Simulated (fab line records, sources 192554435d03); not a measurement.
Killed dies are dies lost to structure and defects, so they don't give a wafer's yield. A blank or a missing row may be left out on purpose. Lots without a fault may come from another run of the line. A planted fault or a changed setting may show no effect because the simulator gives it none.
Split-lot experiment | flow n5_finfet | 7 lots, 21 wafers read, on a route of 1938 steps

THE SPLIT
At N5_BEOL_M3_EXPOSE_25 (exposes mask V2, defocus 5 nm), the setting dose_mj was moved away from the recipe's 63 on 7 of the 21 wafers read, by -6.5% to +3.4%. The other wafers ran this setting at the recipe's value.

FROM THE SPLIT TO THE READING: what the file shows between them, 2 steps
- N5_BEOL_M3_PEB_26: peb time 60 s
- N5_BEOL_M3_DEVELOP_27: develop time 30 s

THE READING
cd_nm, in nm, at N5_BEOL_M3_CD_MEAS_28 (target cd 25.7 nm, target cd y 23.3 nm). Fault-free wafers of this fab line usually give 25.80 nm, standard deviation 0.24 nm.

wafer  | tool, chamber at the split | dose_mj as run | against the recipe | cd_nm, nm | against lot-mates on the recipe
L080.2 | euv_scanner-02, 0          | 63             | recipe             | 25.64     | -
L080.4 | euv_scanner-02, 0          | 63             | recipe             | 26.12     | -
L080.6 | euv_scanner-02, 0          | 63             | recipe             | 25.76     | -
L082.1 | euv_scanner-02, 0          | 63             | recipe             | 25.64     | -
L082.2 | euv_scanner-02, 0          | 63             | recipe             | 25.81     | -
L082.3 | euv_scanner-02, 0          | 63             | recipe             | 26.02     | -
L083.1 | euv_scanner-02, 0          | 61.25          | -2.8%              | 25.08     | -0.93
L083.2 | euv_scanner-02, 0          | 61.25          | -2.8%              | 25.09     | -0.92
L083.5 | euv_scanner-02, 0          | 63             | recipe             | 26.01     | -
L086.1 | euv_scanner-02, 0          | 65.15          | +3.4%              | 26.36     | no lot-mate on the recipe
L086.3 | euv_scanner-02, 0          | 65.15          | +3.4%              | 26.29     | no lot-mate on the recipe
L086.6 | euv_scanner-02, 0          | 65.15          | +3.4%              | 26.05     | no lot-mate on the recipe
L090.2 | euv_scanner-01, 0          | 58.88          | -6.5%              | 24.64     | -1.68
L090.4 | euv_scanner-01, 0          | 63             | recipe             | 26.32     | -
L090.6 | euv_scanner-01, 0          | 58.88          | -6.5%              | 24.69     | -1.63
L091.2 | euv_scanner-01, 0          | 63             | recipe             | 25.53     | -
L091.4 | euv_scanner-01, 0          | 63             | recipe             | 25.93     | -
L091.6 | euv_scanner-01, 0          | 63             | recipe             | 25.82     | -
L094.3 | euv_scanner-02, 0          | 63             | recipe             | 25.71     | -
L094.5 | euv_scanner-02, 0          | 63             | recipe             | 25.35     | -
L094.6 | euv_scanner-02, 0          | 63             | recipe             | 25.38     | -

THE FIT
A straight line over all 21 wafers: cd_nm changes by +0.168 nm for each +1% of dose_mj; r = +0.87; the points scatter about the line by 0.25 nm.
The same after taking each lot's own level away (the mean of its wafers on the recipe; 18 wafers): +0.263 nm for each +1%; r = +0.96; scatter 0.17 nm.
On that fit, the largest move of dose_mj shifts the reading by 1.7 nm.
The lots' own levels span 25.480 to 26.320 nm, that is 3.5 times the standard deviation above.
So the lot-to-lot level changes the slope: the two fits differ.
Check: with one of the wafers moved furthest among these (-6.5%) left out of the fit, the line predicts -1.77 nm for it against its lot-mates. It came out at -1.68 nm against them.

OTHER SPLITS ON THESE WAFERS
These wafers also went through other splits before the reading. Each is held against what the fit with the lots' levels taken away leaves over:
other split on the same wafers   | wafers away from the commonest value | r with cd_nm (lot level and that fit taken away)
N5_BEOL_M2_TRENCH_ETCH_37 time_s | 8                                    | +0.17

THE FILE'S OWN FIT
cd_nm changes by +0.265 nm for each +1% of dose_mj, r = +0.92.
